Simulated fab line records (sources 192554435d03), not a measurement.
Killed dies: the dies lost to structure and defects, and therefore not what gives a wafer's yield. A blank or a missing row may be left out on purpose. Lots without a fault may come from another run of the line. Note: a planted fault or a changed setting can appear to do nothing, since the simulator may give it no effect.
One fault through the eyes of 2 desks / flow n5-finfet / what lay behind the numbers comes last; until then each desk has only its own

== METROLOGY DESK ==
What the gauges read for every lot (on any tool): the sampled wafers with a number, averaged. If a lot's mean is further than 4 standard deviations from the usual mean, the lot is out of limits and carries the mark OUT (the distance appears in the brackets). It has 12 readings; the 7 that lie furthest out on some lot are the ones shown.
Columns: A = M3_THK at N5_BEOL_M3_THK_MEAS_53, usual 39.4 nm; B = M3_RS at N5_BEOL_M3_RS_MEAS_58, usual 0.68 ohm/sq; C = DIBL_N at N5_BEOL_M4_RC_MEAS_101, usual 35.9 mV/V; D = ION_N at N5_BEOL_M4_RC_MEAS_101, usual 674 uA/um; E = ION_P at N5_BEOL_M4_RC_MEAS_101, usual 463 uA/um; F = SS_P at N5_BEOL_M4_RC_MEAS_101, usual 73.1 mV/dec; G = VT_P at N5_BEOL_M4_RC_MEAS_101, usual -251 mV
lot=L241; first seen here=day 7 18:52; A=38.6; B=0.69; C=36.0; D=668; E=465; F=73.6; G=-248
lot=L243; first seen here=day 8 06:43; A=38.5; B=0.69; C=37.3; D=681; E=468; F=73.8; G=-250
lot=L253; first seen here=day 11 00:04; A=39.6; B=0.68; C=35.8; D=659; E=453; F=73.3; G=-256
lot=L256; first seen here=day 11 19:29; A=41.5; B=0.64; C=33.5; D=670; E=466; F=72.3; G=-252
lot=L262; first seen here=day 13 13:40; A=38.7; B=0.68; C=36.8; D=679; E=461; F=73.2; G=-253
This desk's verdict: no lot among the 5 shows anything out of limits.

== FOR THE TOOL OWNER'S DESK: pecvd-03 ==
The tool's own readings at N5_BEOL_M3_DEP_57 (deposits SiCN from 3MS/NH3, target thk 8 nm, time 14 s): means of the sampled wafers that have a number, for each lot that ran on this tool. If a lot's mean is further than 4 standard deviations from the usual mean, the lot is out of limits and carries the mark OUT (the distance appears in the brackets).
Columns: A = showerhead-plenum-p-Torr at N5_BEOL_M3_DEP_57, usual 3.666 Torr; B = throttle-valve-pct at N5_BEOL_M3_DEP_57, usual 8.8 %
lot=L253; first seen here=day 11 00:16; A=3.677; B=8.8
lot=L256; first seen here=day 11 19:42; A=3.686; B=8.4
This desk's verdict: no lot among the 2 shows anything out of limits.

== BROUGHT TOGETHER ==
From the metrology desk's view, nothing was out of limits.
Nothing out of limits was seen by the tool owner's desk.

== WHAT HAD BEEN PUT IN BY THE SIMULATOR ==
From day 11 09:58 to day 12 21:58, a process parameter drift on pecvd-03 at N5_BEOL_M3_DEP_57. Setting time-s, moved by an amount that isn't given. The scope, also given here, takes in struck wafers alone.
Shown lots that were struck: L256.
